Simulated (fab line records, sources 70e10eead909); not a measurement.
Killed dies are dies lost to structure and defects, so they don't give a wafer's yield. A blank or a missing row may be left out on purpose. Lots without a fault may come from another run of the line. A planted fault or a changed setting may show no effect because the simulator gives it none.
A struck lot beside a sound one | flow nand_harc | 14 steps out of a route of 1159
Sound: wafers L763.4, L763.5, L763.6. Struck: wafers L757.2, L757.3, L757.6. The cause comes at the end.
At each step with rows: each side's tool, then ch and its chambers, then its first start. Under that, the readings that differ: sound wafers | struck wafers | difference of the means | sigmas: that difference in standard deviations of wafers without a fault.
alike: readings whose means differ by less than 2 such deviations, and words and numbers that are the same on both sides. not compared: withheld readings, readings that some wafer has no value for, bounds like >300 that may hide the same value, and numbers for which the record gives no deviation and whose values overlap.
The two part at a step that has a row with sigmas, a row that says differs or no value, or rows on one side only. Numbers that don't overlap but have no deviation are shown without sigmas and don't part them. A reading that every wafer of one side lacks parts them only if that side has two wafers or more.

NHARC_P_M2_PRE_CLEAN_30: time 30 s.
  sound on pvd_sputter-03; struck on pvd_sputter-03
  alike: heater_power_w, susceptor_temp_C
NHARC_P_M2_PVD_20: deposits TaN, target thk 5 nm, time 8.06 s.
  sound on pvd_sputter-03; struck on pvd_sputter-03
  alike: throttle_valve_pct
then, 2 steps without rows for these wafers: NHARC_P_M2_PVD_21 (deposits Cu, target thk 30 nm, time 20.49 s); NHARC_P_M2_ECD_22 (material Cu, target thk 400 nm).
NHARC_P_M2_ANNEAL_31: time 90 s.
  sound on rtp_anneal-01 ch 0, day 9 13:41; struck on rtp_anneal-02 ch 0, day 8 02:44
  alike: anneal_temp_c_max, wafer_temp_C_max
NHARC_P_M2_CMP_23: polishes, t overpolish 20 s, target thk 144.3 nm.
  sound on cmp-02 ch 1,2, day 9 13:53; struck on cmp-01 ch 0,2,3, day 8 03:04
  alike: motor_current_A, time_to_endpoint_s
  not compared: pad_life_wafers
NHARC_P_M2_THK_MEAS_24: measures by xrf.
  sound on film_metro-01, day 9 14:11; struck on film_metro-01, day 8 03:21
  alike: thk_nm
then, 1 step without rows for these wafers: NHARC_P_M2_SRD_25.
NHARC_P_M2_INSPECT_27:
  sound on defect_inspect-02, day 9 14:20; struck on defect_inspect-01, day 8 03:31
  alike: raw_defect_count
then, 1 step without rows for these wafers: NHARC_P_M2_PRE_CLEAN_32 (time 12 s).
NHARC_P_M2_DEP_33: deposits SiCN, target thk 30 nm.
  sound on pecvd-02 ch 0,1,2, day 9 14:58; struck on pecvd-04 ch 1,2, day 8 03:42
  alike: heater_power_w, rf_fwd_power_W, susceptor_temp_C
NHARC_P_BONDPAD_DEP_00: deposits SiCN, target thk 250 nm.
  sound on pecvd-02 ch 0,1,2, day 9 15:21; struck on pecvd-02 ch 0,2, day 8 04:40
  alike: heater_power_w, rf_fwd_power_W, susceptor_temp_C
then, 1 step without rows for these wafers: NHARC_P_BONDPAD_CMP_32 (polishes SiCN, target thk 200 nm).
-- the record jumps here: 13 days lie between the struck wafers' starts before and after (it left off in module P_BONDPAD and takes up again in module END, whose first step shown is number 1159 of the route) --
NHARC_END_SORT_01:
  the record has rows for the struck wafers here (prober-01 ch 0, day 21 04:34) and none for the sound ones

WHERE THEY PART
Only at NHARC_END_SORT_01, within this record.

WHY: what the simulator had put in
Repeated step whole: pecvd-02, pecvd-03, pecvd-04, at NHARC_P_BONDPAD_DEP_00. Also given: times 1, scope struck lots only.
